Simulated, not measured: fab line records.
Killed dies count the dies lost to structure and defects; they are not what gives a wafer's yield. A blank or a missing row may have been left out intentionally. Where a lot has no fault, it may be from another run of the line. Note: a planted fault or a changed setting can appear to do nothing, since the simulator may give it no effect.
fab line records	flow n5-finfet
[record] lots = 24	wafers = 72	last-day = 19
route steps=1938 shown DUMMY_GATE@240 ILD0@344 SDB@357 HKMG_FIN@387
lots that met no fault: from a run of the same line without faults
start-h: hours from the record's first day to the start of the lot's first wafer shown	wait-h: how many hours have passed since the lot's step before this one	" as in the row above	L1.1+2: several wafers, shown together as one row	- value missing, or start not given	* or withheld: withheld	< > ~ a bound
route shown NAME@n: NAME is a module with steps in the file, n the number in the route of the first one	usual: mean/standard deviation of fault-free wafers	same: alike in all rows	chamber/n: place in a boat	sites: the reading at each site	_std_site: standard deviation across them	_edge_site: outer sites' mean less inner sites'	radius-mm: for every site, how far away it sits from the centre of the wafer	mask NAME#n: copy n	behind: tool/chamber where the wafer was last shaped	hold: the reason the lot was held/the length of the hold in hours/how it ended	device: whichever transistor did not switch (one of n, p or np)	end of line: the tests these same wafers got at the end of their route	where a step has no rows: the recipe by itself	killed: dies lost to structure and defects at the first sort, not the wafer's yield	map: a wafer's dies, x killed, . not, _ none there
set.NAME: setting as actually run; set.NAME@STEP: the setting as run at that earlier step	model.NAME: the simulator's own value behind a step, which no gauge read
a sample of lots followed through the steps of the route, with each step as a table and each wafer as a row
services: the hour from which a tool's chamber was out of use, counted from the record's first day as start-h (under 0 if before that day), plus the number of hours and why
[[steps]]
[step N5_DUMMY_GATE_TRIM_49]
[recipe] chemistry = O2	resist = SOC	time-s = 29	target-cd-nm = 14	source-power-w = 300	bias-power-w = 0	O2_flow_sccm = 100	temp-c = 20
[usual] drypump-motor-current-A = 6.0/0.33	oes-product-au = 1.005/0.019	throttle-valve-pct = 8.11/0.18
[same] time-s = 29
lot.wafer	tool	chamber	start-h	wait-h	drypump-motor-current-A	oes-product-au	rf-hours-counter-h	throttle-valve-pct
L074.1	rie-si-04	0	48.15	0.0	6.2	0.987	105	8.13
L074.4	"	2	"	"	5.4	1.027	169	8.25
L074.6	"	0	"	"	6.2	0.992	-	8.11
L075.2	rie-si-06	3	54.42	0.0	5.9	0.977	119	8.44
L075.4	"	0	"	"	6.4	1.003	44	7.89
L075.5	"	2	"	"	5.5	0.999	-	7.96
L076.2	rie-si-06	1	59.60	0.0	6.0	1.008	69	8.01
L076.3	"	0	"	"	6.4	1.020	44	7.89
L076.5	"	0	"	"	6.4	1.008	-	7.87
L077.1	rie-si-01	3	64.79	0.0	5.6	0.973	77	8.02
L077.2	"	1	"	"	6.2	1.014	58	8.31
L077.4	"	0	"	"	6.1	1.028	59	8.07
L078.1	rie-si-06	3	71.20	0.0	5.9	0.968	119	8.45
L078.2	"	1	"	"	6.0	1.010	69	8.03
L078.4	"	0	"	"	6.3	1.003	44	7.88
L079.1	rie-si-06	0	75.76	0.0	6.3	1.015	44	7.88
L079.4	"	3	"	"	5.9	0.979	120	8.44
L079.6	"	2	"	"	5.5	1.008	-	7.94
L080.2	rie-si-06	1	82.80	0.0	6.0	0.999	69	8.02
L080.3	"	3	"	"	5.9	0.969	120	8.45
L080.4	"	2	"	"	5.5	1.001	10	7.96
L081.3	rie-si-04	2	90.54	0.0	5.4	1.038	170	8.25
L081.4	"	0	"	"	6.2	1.007	105	8.11
L081.6	"	3	"	"	6.6	0.999	-	8.10
L082.3	rie-si-06	3	98.59	0.0	5.9	0.983	120	8.45
L082.4	"	2	"	"	5.5	1.018	11	7.96
L082.6	"	1	"	"	6.0	1.006	-	8.03
L083.2	rie-si-04	0	102.58	0.0	6.2	1.005	106	8.12
L083.5	"	1	"	"	6.1	1.011	-	8.08
L083.6	"	0	"	"	6.2	1.012	-	8.12
L084.1	rie-si-04	1	108.94	0.0	6.1	1.018	49	8.08
L084.3	"	0	"	"	6.2	1.012	106	8.10
L084.5	"	1	"	"	6.0	0.998	-	8.08
L085.2	rie-si-01	3	113.87	0.0	5.6	0.987	78	8.03
L085.4	"	2	"	"	6.3	1.026	26	8.12
L085.6	"	0	"	"	6.1	1.030	-	8.06
L086.1	rie-si-04	0	118.11	0.0	6.2	1.003	106	8.10
L086.2	"	1	"	"	6.1	1.008	49	8.10
L086.3	"	2	"	"	5.5	1.036	170	8.25
L087.1	rie-si-04	0	123.25	0.0	6.2	0.996	106	8.10
L087.2	"	2	"	"	5.4	1.029	170	8.23
L087.5	"	0	"	"	6.3	1.000	-	8.10
L088.1	rie-si-01	0	128.63	0.0	6.1	1.027	61	8.06
L088.4	"	1	"	"	6.3	1.024	59	8.30
L088.5	"	1	"	"	6.3	1.031	-	8.31
L089.1	rie-si-06	3	135.89	0.0	5.9	0.987	121	8.43
L089.4	"	2	"	"	5.5	1.005	11	7.97
L089.6	"	0	"	"	6.3	1.019	-	7.89
L090.1	rie-si-01	1	143.48	0.0	6.2	1.033	59	8.32
L090.5	"	3	"	"	5.6	0.987	-	8.03
L090.6	"	2	"	"	6.3	1.036	-	8.14
L091.1	rie-si-06	0	147.01	0.0	6.4	1.013	45	7.88
L091.2	"	2	"	"	5.5	1.014	11	7.98
L091.4	"	1	"	"	6.0	1.016	70	8.03
L092.2	rie-si-06	3	154.92	0.0	5.9	0.967	121	8.45
L092.4	"	0	"	"	6.3	1.006	45	7.87
L092.5	"	3	"	"	5.9	0.977	-	8.46
L093.2	rie-si-06	0	162.98	0.0	6.3	0.996	46	7.88
L093.4	"	1	"	"	6.0	1.006	70	8.04
L093.6	"	3	"	"	5.8	0.974	-	8.44
L094.4	rie-si-06	3	173.00	0.0	5.9	0.961	121	8.44
L094.5	"	2	"	"	5.5	1.002	-	7.98
L094.6	"	3	"	"	5.9	0.974	-	8.43
L095.1	rie-si-06	1	179.83	0.0	5.9	1.011	71	8.02
L095.3	"	0	"	"	6.3	1.007	46	7.88
L095.6	"	1	"	"	6.0	1.013	-	8.02
L097.1	rie-si-01	1	184.53	0.0	6.3	1.022	60	8.32
L097.3	"	0	"	"	6.1	1.033	62	8.05
L097.6	"	0	"	"	6.1	1.032	-	8.07
L096.1	rie-si-06	3	185.39	0.0	5.9	0.983	122	8.44
L096.3	"	0	"	"	6.3	1.027	46	7.87
L096.4	"	2	"	"	5.5	1.004	12	7.97
[step N5_DUMMY_GATE_ETCH_31]
[recipe] chemistry = C4F6/O2	target = SiO2	mask-material = SOC	target-depth-a = 825	time-s = 27.5	ion-energy-ev = 250	pressure-mtorr = 30	source-w = 345	bias-w = 185	Ar_flow_sccm = 300	C4F6_flow_sccm = 10	O2_flow_sccm = 10
[usual] bias-w = 184.9/0.6	drypump-motor-current-A = 5.6/0.35	oes_ar_750_au = 0.79/0.079	oes-product-au = 0.79/0.081	rf-vpp-V = 671/16	showerhead-plenum-p-Torr = 2.89/0.092	throttle-valve-pct = 21.33/0.19
[same] time-s = 27.5
lot.wafer	tool	chamber	start-h	wait-h	bias-w	drypump-motor-current-A	oes_ar_750_au	oes-product-au	rf-hours-counter-h	rf-vpp-V	showerhead-plenum-p-Torr	throttle-valve-pct
L074.1	rie-diel-05	2	48.43	0.1	185.9	5.7	0.80	0.78	111	637	2.72	21.19
L074.4	"	3	"	"	185.4	5.3	0.78	0.79	131	669	2.77	21.24
L074.6	"	3	"	"	186.2	5.3	0.78	0.79	-	669	2.78	21.24
L075.2	rie-diel-02	1	54.62	0.0	184.1	6.0	0.97	0.98	4	669	2.92	21.51
L075.4	"	0	"	"	184.4	5.6	0.82	0.84	-	660	2.91	21.33
L075.5	"	2	"	"	185.4	5.7	0.78	0.79	-	697	2.98	21.16
L076.2	rie-diel-02	0	60.12	0.2	185.7	5.6	0.81	0.84	68	662	2.91	21.33
L076.3	"	2	"	"	185.0	5.7	0.77	0.79	118	696	2.98	21.16
L076.5	"	2	"	"	184.9	5.8	0.77	0.79	-	695	2.98	21.15
L077.1	rie-diel-05	1	65.23	0.1	185.5	6.2	0.86	0.86	47	672	2.88	21.18
L077.2	"	2	"	"	184.4	5.7	0.79	0.78	117	637	2.72	21.19
L077.4	"	0	"	"	185.3	5.0	0.69	0.68	215	683	2.94	21.75
L078.1	rie-diel-05	0	71.39	0.0	185.4	5.0	0.69	0.68	217	682	2.94	21.74
L078.2	"	1	"	"	184.2	6.1	0.85	0.84	49	672	2.88	21.16
L078.4	"	2	"	"	184.7	5.7	0.79	0.78	119	635	2.72	21.17
L079.1	rie-diel-04	3	75.95	0.0	184.9	5.3	0.70	0.70	194	677	2.81	21.36
L079.4	"	0	"	"	184.6	5.5	0.76	0.76	157	689	2.97	20.98
L079.6	"	3	"	"	185.3	5.4	0.70	0.70	-	676	2.81	21.35
L080.2	rie-diel-02	3	83.12	0.2	185.5	5.7	0.71	0.69	240	645	2.72	21.50
L080.3	"	1	"	"	185.0	6.0	0.93	0.94	17	669	2.92	21.52
L080.4	"	0	"	"	184.6	5.5	0.81	0.82	77	660	2.90	21.35
L081.3	rie-diel-04	1	90.94	0.0	185.8	5.0	0.76	0.76	118	681	2.98	21.18
L081.4	"	0	"	"	184.3	5.5	0.76	0.76	162	687	2.97	20.97
L081.6	"	3	"	"	184.5	5.3	0.70	0.69	-	677	2.81	21.36
L082.3	rie-diel-04	0	99.04	0.1	184.4	5.5	0.76	0.76	164	688	2.97	20.98
L082.4	"	1	"	"	184.8	5.0	0.76	0.76	120	681	2.97	21.20
L082.6	"	3	"	"	184.4	5.4	0.70	0.69	-	676	2.81	21.34
L083.2	rie-diel-02	0	102.78	0.0	184.4	5.5	0.80	0.80	83	659	2.90	21.36
L083.5	"	1	"	"	185.6	6.1	0.92	0.91	-	667	2.91	21.52
L083.6	"	0	"	"	184.8	5.6	0.80	0.80	-	660	2.90	21.34
L084.1	rie-diel-02	2	109.27	0.0	184.8	5.7	0.76	0.78	135	695	2.97	21.19
L084.3	"	3	"	"	185.3	5.7	0.70	0.69	248	646	2.72	21.51
L084.5	"	1	"	"	184.7	6.0	0.91	0.92	-	669	2.91	21.53
L085.2	rie-diel-05	2	114.06	0.0	185.7	5.7	0.78	0.76	133	635	2.71	21.22
L085.4	"	0	"	"	184.1	4.9	0.68	0.67	230	683	2.94	21.76
L085.6	"	2	"	"	184.7	5.7	0.78	0.76	-	637	2.71	21.21
L086.1	rie-diel-02	2	118.31	0.0	184.8	5.7	0.76	0.76	137	697	2.97	21.17
L086.2	"	0	"	"	185.2	5.6	0.79	0.79	88	661	2.90	21.36
L086.3	"	1	"	"	185.7	6.0	0.91	0.91	28	669	2.91	21.56
L087.1	rie-diel-02	2	123.44	0.0	184.9	5.7	0.76	0.77	139	696	2.97	21.20
L087.2	"	0	"	"	184.9	5.6	0.79	0.81	90	660	2.90	21.35
L087.5	"	2	"	"	184.9	5.7	0.76	0.77	-	697	2.97	21.20
L088.1	rie-diel-05	0	128.83	0.0	183.9	5.0	0.68	0.67	234	680	2.94	21.77
L088.4	"	1	"	"	184.4	6.2	0.83	0.83	-	671	2.87	21.20
L088.5	"	3	"	"	183.8	5.4	0.76	0.77	-	668	2.76	21.29
L089.1	rie-diel-02	0	136.10	0.0	184.4	5.6	0.79	0.80	94	661	2.89	21.37
L089.4	"	1	"	"	184.4	6.1	0.91	0.90	34	667	2.91	21.54
L089.6	"	0	"	"	184.3	5.6	0.79	0.80	-	660	2.89	21.36
L090.1	rie-diel-04	0	143.68	0.0	185.8	5.4	0.74	0.74	179	688	2.96	20.99
L090.5	"	1	"	"	185.8	5.0	0.75	0.75	-	680	2.97	21.22
L090.6	"	0	"	"	184.6	5.5	0.74	0.74	-	688	2.96	20.98
L091.1	rie-diel-02	2	147.27	0.0	184.8	5.7	0.75	0.77	146	695	2.97	21.19
L091.2	"	1	"	"	185.6	6.0	0.89	0.89	38	668	2.91	21.56
L091.4	"	3	"	"	185.2	5.7	0.97	0.96	5	655	3.05	21.17
L092.2	rie-diel-02	0	155.29	0.1	185.9	5.6	0.77	0.79	101	661	2.89	21.38
L092.4	"	2	"	"	185.5	5.7	0.75	0.76	149	696	2.96	21.19
L092.5	"	2	"	"	186.2	5.8	0.75	0.75	-	697	2.97	21.19
L093.2	rie-diel-02	3	163.17	0.0	184.8	5.7	0.95	0.95	10	657	3.05	21.19
L093.4	"	0	"	"	185.4	5.6	0.78	0.80	103	660	2.89	21.37
L093.6	"	3	"	"	184.7	5.7	0.95	0.95	-	658	3.05	21.18
L094.4	rie-diel-02	3	173.19	0.0	184.8	5.7	0.94	0.93	12	657	3.05	21.19
L094.5	"	2	"	"	185.0	5.7	0.74	0.75	-	696	2.96	21.21
L094.6	"	3	"	"	184.6	5.7	0.94	0.92	-	657	3.05	21.19
L095.1	rie-diel-05	2	180.03	0.0	185.1	5.7	0.76	0.75	151	635	2.71	21.24
L095.3	"	3	"	"	184.8	5.4	0.75	0.75	171	670	2.76	21.29
L095.6	"	0	"	"	185.0	5.0	0.67	0.66	-	682	2.93	21.78
L097.1	rie-diel-05	1	184.73	0.0	184.9	6.2	0.82	0.81	84	671	2.87	21.23
L097.3	"	2	"	"	185.4	5.7	0.76	0.75	153	633	2.71	21.23
L097.6	"	1	"	"	185.2	6.2	0.82	0.81	-	672	2.87	21.21
L096.1	rie-diel-05	3	185.58	0.0	184.8	5.4	0.75	0.75	174	670	2.76	21.30
L096.3	"	1	"	"	184.9	6.2	0.82	0.82	84	671	2.87	21.24
L096.4	"	3	"	"	185.7	5.4	0.75	0.75	-	670	2.76	21.30
[step N5_ILD0_CMP_12]
[recipe] stop-on = poly-Si	material = SiNx	t-overpolish-s = 6	post-cmp-clean = alkaline-brush	down-force-psi = 2.5	platen-rpm = 51.8	pad-velocity-m-s = 1.0307	target-thk-nm = 17.67
[usual] motor-current-A = 9.2/1.3	overpolish-run-s = 5.998/0.0089	time-to-endpoint-s = 29/3.4
lot.wafer	tool	chamber	start-h	wait-h	motor-current-A	overpolish-run-s	time-to-endpoint-s
L074.1	cmp-01	3	67.24	1.1	9.1	6.000	26
L074.4	"	2	"	"	9.6	6.010	30
L074.6	"	0	"	"	8.6	6.004	33
L075.4	cmp-02	2	72.48	0.1	10.2	5.992	28
L075.2	"	0	"	"	7.9	6.016	30
L075.5	"	1	"	"	11.4	5.980	26
L077.1	cmp-02	3	83.33	1.2	10.5	5.996	31
L077.4	"	0	"	"	7.6	5.992	31
L077.2	"	1	"	"	11.6	6.006	28
L078.2	cmp-01	1	88.49	1.1	7.6	5.998	29
L078.4	"	2	"	"	9.7	6.021	31
L078.1	"	0	"	"	8.6	6.002	34
L079.4	cmp-03	3	93.69	1.2	8.4	6.003	30
L079.1	"	0	"	"	9.7	6.004	25
L079.6	"	2	"	"	8.2	6.002	37
L080.4	cmp-02	2	100.40	1.1	10.3	5.986	32
L080.3	"	3	"	"	9.5	5.991	33
L080.2	"	1	"	"	11.9	5.991	28
L081.3	cmp-03	1	108.00	1.2	7.6	5.992	30
L081.4	"	2	"	"	8.7	5.999	35
L081.6	"	3	"	"	7.9	6.005	32
L082.3	cmp-03	3	116.56	1.2	8.0	5.994	34
L082.4	"	0	"	"	8.7	6.004	29
L082.6	"	2	"	"	8.5	5.994	39
L083.2	cmp-02	0	121.04	1.2	8.3	6.014	31
L083.5	"	1	"	"	11.5	5.997	27
L083.6	"	2	"	"	10.3	5.986	27
L084.3	cmp-02	1	126.88	1.2	12.4	5.995	27
L084.1	"	2	"	"	10.3	6.004	29
L084.5	"	3	"	"	10.4	6.004	32
L085.4	cmp-03	3	131.10	1.1	7.9	5.995	28
L085.2	"	2	"	"	8.5	5.994	33
L085.6	"	0	"	"	9.2	6.006	24
L086.2	cmp-03	2	136.05	1.1	8.6	5.971	35
L086.1	"	0	"	"	9.7	5.996	28
L086.3	"	1	"	"	7.4	5.984	32
L087.2	cmp-01	2	141.54	1.1	9.8	6.008	27
L087.1	"	1	"	"	8.1	6.010	24
L087.5	"	2	"	"	9.8	5.999	28
L088.1	cmp-02	3	147.03	1.2	10.4	5.987	27
L088.4	"	1	"	"	11.9	5.991	24
L088.5	"	2	"	"	11.2	5.985	29
L089.1	cmp-01	3	153.25	1.2	8.8	5.991	29
L089.4	"	0	"	"	8.7	6.007	33
L089.6	"	3	"	"	9.0	6.007	27
L090.1	cmp-02	1	161.79	1.2	11.8	5.981	25
L090.6	"	0	"	"	7.9	5.990	31
L090.5	"	1	"	"	11.8	6.008	26
L091.1	cmp-03	3	165.73	1.2	8.0	5.992	27
L091.4	"	0	"	"	9.3	5.997	24
L091.2	"	1	"	"	7.9	5.983	31
L092.4	cmp-03	3	172.30	1.2	8.2	6.005	28
L092.2	"	0	"	"	9.9	5.986	23
L092.5	"	2	"	"	8.4	6.006	34
L093.2	cmp-03	3	182.06	1.2	8.5	6.007	29
L093.4	"	1	"	"	7.3	5.991	30
L093.6	"	3	"	"	8.0	5.993	28
L076.2	cmp-02	3	182.30	1.2	10.3	6.016	29
L076.3	"	0	"	"	7.9	6.006	29
L076.5	"	2	"	"	9.9	5.993	26
L094.4	cmp-03	0	191.91	0.1	9.9	5.997	23
L094.5	"	3	"	"	8.1	5.996	27
L094.6	"	0	"	"	9.7	5.992	20
L095.1	cmp-02	3	199.47	1.2	9.8	6.003	31
L095.3	"	1	"	"	11.8	6.010	27
L095.6	"	3	"	"	10.4	5.981	31
L097.3	cmp-02	1	203.56	1.1	11.6	6.004	27
L097.1	"	3	"	"	10.2	6.000	34
L097.6	"	2	"	"	10.0	5.997	32
L096.1	cmp-01	2	204.38	1.1	9.6	6.006	31
L096.3	"	0	"	"	9.1	5.993	33
L096.4	"	1	"	"	7.9	5.996	26
[step N5_SDB_OVL_MEAS_12]
[recipe] points-per-wafer = 44
[usual] SDB_OVL = -0.6/0.67
lot.wafer	tool	chamber	start-h	wait-h	SDB_OVL[nm]
L074.1	overlay-01	0	68.07	0.0	-1.5
L074.4	"	0	"	"	-0.2
L074.6	"	0	"	"	0.3
L075.2	overlay-01	0	73.16	0.0	-0.6
L075.4	"	0	"	"	-1.6
L075.5	"	0	"	"	-0.6
L077.1	overlay-02	0	84.00	0.0	-1.5
L077.2	"	0	"	"	-2.0
L077.4	"	0	"	"	-1.3
L078.1	overlay-02	0	89.33	0.0	0.1
L078.2	"	0	"	"	0.3
L078.4	"	0	"	"	0.5
L079.1	overlay-02	0	94.51	0.0	-0.7
L079.4	"	0	"	"	-2.2
L079.6	"	0	"	"	-2.0
L080.2	overlay-01	0	101.23	0.0	-0.7
L080.3	"	0	"	"	-1.3
L080.4	"	0	"	"	-0.2
L081.3	overlay-01	0	108.77	0.0	-1.2
L081.4	"	0	"	"	-0.5
L081.6	"	0	"	"	-0.9
L082.3	overlay-01	0	117.23	0.0	-0.7
L082.4	"	0	"	"	0.1
L082.6	"	0	"	"	-0.3
L083.2	overlay-01	0	121.64	0.0	0.1
L083.5	"	0	"	"	-0.6
L083.6	"	0	"	"	0.0
L084.1	overlay-01	0	127.52	0.0	0.3
L084.3	"	0	"	"	0.1
L084.5	"	0	"	"	-0.2
L085.2	overlay-02	0	131.94	0.0	-0.5
L085.4	"	0	"	"	0.0
L085.6	"	0	"	"	-0.7
L086.1	overlay-01	0	136.77	0.0	-1.2
L086.2	"	0	"	"	-0.3
L086.3	"	0	"	"	-0.2
L087.1	overlay-02	0	142.42	0.0	0.1
L087.2	"	0	"	"	0.8
L087.5	"	0	"	"	-1.0
L088.1	overlay-01	0	147.83	0.0	-1.0
L088.4	"	0	"	"	-0.2
L088.5	"	0	"	"	-0.8
L089.1	overlay-01	0	154.08	0.0	0.3
L089.4	"	0	"	"	-0.3
L089.6	"	0	"	"	0.0
L090.1	overlay-02	0	162.61	0.0	-1.5
L090.5	"	0	"	"	-0.2
L090.6	"	0	"	"	0.4
L091.1	overlay-01	0	166.56	0.0	-0.8
L091.2	"	0	"	"	0.2
L091.4	"	0	"	"	-0.2
L092.2	overlay-01	0	172.97	0.0	0.2
L092.4	"	0	"	"	-0.5
L092.5	"	0	"	"	-0.5
L093.2	overlay-02	0	182.74	0.0	0.4
L093.4	"	0	"	"	-0.4
L093.6	"	0	"	"	0.1
L076.2	overlay-01	0	182.95	0.0	-1.4
L076.3	"	0	"	"	-1.0
L076.5	"	0	"	"	-1.1
L094.4	overlay-02	0	192.58	0.0	-0.2
L094.5	"	0	"	"	0.1
L094.6	"	0	"	"	-0.6
L095.1	overlay-02	0	200.18	0.0	-0.3
L095.3	"	0	"	"	-1.0
L095.6	"	0	"	"	-1.1
L097.1	overlay-02	0	204.27	0.0	-0.3
L097.3	"	0	"	"	-0.4
L097.6	"	0	"	"	1.3
L096.1	overlay-02	0	205.22	0.0	-0.6
L096.3	"	0	"	"	-1.1
L096.4	"	0	"	"	-2.1
[step N5_SDB_INSPECT_13]
[recipe] mode = adi	inspect-instrument = brightfield
[usual] raw-defect-count = 81/37
lot.wafer	tool	chamber	start-h	wait-h	raw-defect-count
L074.1	defect-inspect-02	-	68.10	0.0	28
L074.4	"	-	"	"	45
L074.6	"	-	"	"	32
L075.2	defect-inspect-02	-	73.18	0.0	86
L075.4	"	-	"	"	104
L075.5	"	-	"	"	61
L077.1	defect-inspect-02	-	84.03	0.0	66
L077.2	"	-	"	"	109
L077.4	"	-	"	"	73
L078.1	defect-inspect-01	-	89.35	0.0	138
L078.2	"	-	"	"	166
L078.4	"	-	"	"	193
L079.1	defect-inspect-02	-	94.53	0.0	65
L079.4	"	-	"	"	79
L079.6	"	-	"	"	61
L080.2	defect-inspect-01	-	101.26	0.0	140
L080.3	"	-	"	"	131
L080.4	"	-	"	"	79
L081.3	defect-inspect-01	-	108.79	0.0	139
L081.4	"	-	"	"	82
L081.6	"	-	"	"	68
L082.3	defect-inspect-01	-	117.26	0.0	71
L082.4	"	-	"	"	74
L082.6	"	-	"	"	49
L083.2	defect-inspect-01	-	121.66	0.0	70
L083.5	"	-	"	"	110
L083.6	"	-	"	"	69
L084.1	defect-inspect-02	-	127.54	0.0	45
L084.3	"	-	"	"	31
L084.5	"	-	"	"	52
L085.2	defect-inspect-02	-	131.96	0.0	84
L085.4	"	-	"	"	58
L085.6	"	-	"	"	75
L086.1	defect-inspect-01	-	136.80	0.0	45
L086.2	"	-	"	"	61
L086.3	"	-	"	"	37
L087.1	defect-inspect-01	-	142.45	0.0	42
L087.2	"	-	"	"	32
L087.5	"	-	"	"	155
L088.1	defect-inspect-02	-	147.86	0.0	54
L088.4	"	-	"	"	47
L088.5	"	-	"	"	57
L089.1	defect-inspect-02	-	154.10	0.0	51
L089.4	"	-	"	"	50
L089.6	"	-	"	"	122
L090.1	defect-inspect-01	-	162.64	0.0	61
L090.5	"	-	"	"	58
L090.6	"	-	"	"	79
L091.1	defect-inspect-02	-	166.59	0.0	56
L091.2	"	-	"	"	59
L091.4	"	-	"	"	61
L092.2	defect-inspect-02	-	173.00	0.0	73
L092.4	"	-	"	"	93
L092.5	"	-	"	"	162
L093.2	defect-inspect-01	-	182.76	0.0	49
L093.4	"	-	"	"	111
L093.6	"	-	"	"	73
L076.2	defect-inspect-02	-	182.97	0.0	47
L076.3	"	-	"	"	63
L076.5	"	-	"	"	63
L094.4	defect-inspect-02	-	192.61	0.0	57
L094.5	"	-	"	"	104
L094.6	"	-	"	"	54
L095.1	defect-inspect-01	-	200.20	0.0	93
L095.3	"	-	"	"	125
L095.6	"	-	"	"	64
L097.1	defect-inspect-01	-	204.29	0.0	111
L097.3	"	-	"	"	100
L097.6	"	-	"	"	226
L096.1	defect-inspect-01	-	205.24	0.0	40
L096.3	"	-	"	"	70
L096.4	"	-	"	"	59
[step N5_HKMG_FIN_HK_ANNEAL_02]
[recipe] temp-c = 700	time-s = 30	ambient = N2	idle-temp-c = 600	ramp-up-c-per-s = 150	ramp-down-c-per-s = 60	cool-to-c = 600
[usual] lamp-power-pct = 8.79/0.058	lamp_zone_3_pct = 8.798/0.011	lamp_zone_6_pct = 8.727/0.012	lamp_zone_7_pct = 9.194/0.011	wafer_temp_C_max = 702.9/0.67
[same] time-s = 30
lot.wafer	tool	chamber	start-h	wait-h	lamp-power-pct	lamp_zone_3_pct	lamp_zone_6_pct	lamp_zone_7_pct	wafer_temp_C_max
L074.1	rtp-anneal-02	0	73.22	0.1	8.82	8.791	8.711	9.183	702.5
L074.4	"	0	"	"	8.78	8.785	8.721	9.193	703.0
L074.6	"	0	"	"	8.79	8.789	8.703	9.195	702.5
L075.2	rtp-anneal-02	0	78.54	0.2	8.72	8.810	8.717	9.210	702.4
L075.4	"	0	"	"	8.80	8.802	8.703	9.200	702.3
L075.5	"	0	"	"	8.88	8.807	8.743	9.190	702.8
L077.1	rtp-anneal-02	0	88.72	0.1	8.78	8.793	8.734	9.194	702.1
L077.2	"	0	"	"	8.80	8.775	8.730	9.209	702.5
L077.4	"	0	"	"	8.75	8.789	8.732	9.209	703.0
L078.1	rtp-anneal-01	0	95.05	0.2	8.78	8.798	8.714	9.173	702.3
L078.2	"	0	"	"	8.83	8.776	8.719	9.198	702.2
L078.4	"	0	"	"	8.91	8.789	8.717	9.217	702.2
L079.1	rtp-anneal-01	0	99.21	0.1	8.68	8.806	8.712	9.219	703.8
L079.4	"	0	"	"	8.84	8.796	8.731	9.210	702.0
L079.6	"	0	"	"	8.85	8.781	8.717	9.192	702.8
L080.2	rtp-anneal-01	0	106.96	0.1	8.81	8.788	8.738	9.186	702.6
L080.3	"	0	"	"	8.79	8.807	8.729	9.200	703.1
L080.4	"	0	"	"	8.83	8.782	8.729	9.188	702.9
L081.3	rtp-anneal-02	0	113.76	0.2	8.90	8.797	8.739	9.200	704.4
L081.4	"	0	"	"	8.77	8.798	8.711	9.198	703.2
L081.6	"	0	"	"	8.83	8.803	8.716	9.200	702.5
L082.3	rtp-anneal-01	0	122.07	0.2	8.76	8.803	8.726	9.207	702.8
L082.4	"	0	"	"	8.77	8.789	8.717	9.186	702.9
L082.6	"	0	"	"	8.79	8.796	8.739	9.206	701.8
L083.2	rtp-anneal-02	0	126.35	0.1	8.80	8.792	8.716	9.187	703.6
L083.5	"	0	"	"	8.74	8.795	8.726	9.203	702.2
L083.6	"	0	"	"	8.82	8.829	8.722	9.203	702.1
L084.1	rtp-anneal-02	0	132.53	0.1	8.83	8.790	8.710	9.200	702.6
L084.3	"	0	"	"	8.85	8.798	8.724	9.196	703.0
L084.5	"	0	"	"	8.77	8.790	8.715	9.212	702.9
L085.2	rtp-anneal-01	0	136.76	0.2	8.77	8.784	8.733	9.186	702.7
L085.4	"	0	"	"	8.86	8.793	8.756	9.208	702.9
L085.6	"	0	"	"	8.65	8.794	8.710	9.196	702.7
L086.1	rtp-anneal-02	0	141.68	0.1	8.94	8.796	8.737	9.190	704.4
L086.2	"	0	"	"	8.78	8.828	8.733	9.203	702.0
L086.3	"	0	"	"	8.79	8.816	8.720	9.194	703.7
L087.1	rtp-anneal-01	0	147.45	0.1	8.83	8.797	8.706	9.186	701.8
L087.2	"	0	"	"	8.74	8.806	8.727	9.199	703.0
L087.5	"	0	"	"	8.82	8.810	8.731	9.179	703.9
L088.1	rtp-anneal-02	0	153.07	0.1	8.84	8.804	8.720	9.201	703.5
L088.4	"	0	"	"	8.84	8.808	8.715	9.211	702.5
L088.5	"	0	"	"	8.80	8.799	8.734	9.204	702.8
L089.1	rtp-anneal-01	0	159.22	0.1	8.84	8.798	8.714	9.191	702.8
L089.4	"	0	"	"	8.73	8.796	8.724	9.193	703.0
L089.6	"	0	"	"	8.89	8.794	8.731	9.187	702.9
L090.1	rtp-anneal-02	0	167.43	0.1	8.81	8.809	8.738	9.188	703.0
L090.5	"	0	"	"	8.83	8.797	8.734	9.203	701.7
L090.6	"	0	"	"	8.79	8.797	8.727	9.189	704.8
L091.1	rtp-anneal-02	0	171.54	0.1	8.84	8.799	8.722	9.202	702.9
L091.2	"	0	"	"	8.76	8.803	8.734	9.191	703.0
L091.4	"	0	"	"	8.82	8.812	8.736	9.187	703.9
L092.2	rtp-anneal-01	0	177.74	0.1	8.76	8.787	8.721	9.178	701.8
L092.4	"	0	"	"	8.76	8.784	8.731	9.186	703.6
L092.5	"	0	"	"	8.70	8.777	8.733	9.195	704.3
L093.2	rtp-anneal-01	0	188.76	0.2	8.80	8.790	8.746	9.187	703.9
L093.4	"	0	"	"	8.69	8.802	8.748	9.183	702.8
L093.6	"	0	"	"	8.85	8.798	8.752	9.186	702.2
L076.2	rtp-anneal-01	0	189.40	0.4	8.79	8.792	8.741	9.184	702.2
L076.3	"	0	"	"	8.70	8.800	8.721	9.210	703.0
L076.5	"	0	"	"	8.90	8.803	8.734	9.192	703.2
L094.4	rtp-anneal-02	0	197.67	0.2	8.75	8.810	8.723	9.194	703.3
L094.5	"	0	"	"	8.73	8.787	8.724	9.198	703.5
L094.6	"	0	"	"	8.76	8.790	8.740	9.188	701.8
L095.1	rtp-anneal-01	0	204.94	0.1	8.72	8.787	8.718	9.194	702.0
L095.3	"	0	"	"	8.81	8.793	8.740	9.191	702.9
L095.6	"	0	"	"	8.67	8.805	8.739	9.194	702.8
L097.1	rtp-anneal-02	0	209.18	0.2	8.80	8.810	8.724	9.197	703.4
L097.3	"	0	"	"	8.81	8.789	8.732	9.206	701.9
L097.6	"	0	"	"	8.74	8.788	8.722	9.206	703.9
L096.1	rtp-anneal-01	0	210.28	0.1	8.82	8.803	8.699	9.209	702.3
L096.3	"	0	"	"	8.79	8.827	8.742	9.194	703.2
L096.4	"	0	"	"	8.80	8.797	8.725	9.170	702.4
[[services]]
tool	chamber	start-h	hours	kind
rie-diel-02	0	28.01	4.1	repair
rie-si-04	-	28.53	2.8	pm
rie-si-06	-	49.33	0.2	repair
rie-diel-02	3	50.39	12.1	repair
cmp-03	-	55.12	13.1	pm
cmp-02	-	62.94	1.5	repair
rie-diel-02	3	66.11	4.3	repair
rie-diel-05	0	66.63	1.9	repair
cmp-03	-	73.17	2.2	repair
cmp-02	-	80.54	0.3	repair
cmp-03	-	86.36	0.6	repair
rie-si-06	3	101.48	1.8	repair
cmp-03	-	108.70	7.0	pm
cmp-03	-	121.70	1.0	repair
rie-diel-05	2	128.71	1.6	repair
cmp-02	-	135.10	3.0	pm
rie-diel-05	-	139.60	0.4	repair
cmp-03	-	171.85	0.3	repair
rie-diel-02	-	180.09	1.3	repair
rtp-anneal-01	-	185.88	2.8	pm
rie-si-04	2	199.40	3.5	repair
cmp-02	-	202.24	0.3	repair
cmp-02	-	204.88	4.0	pm
rie-si-04	3	207.68	11.0	repair
[[key]]
fault none
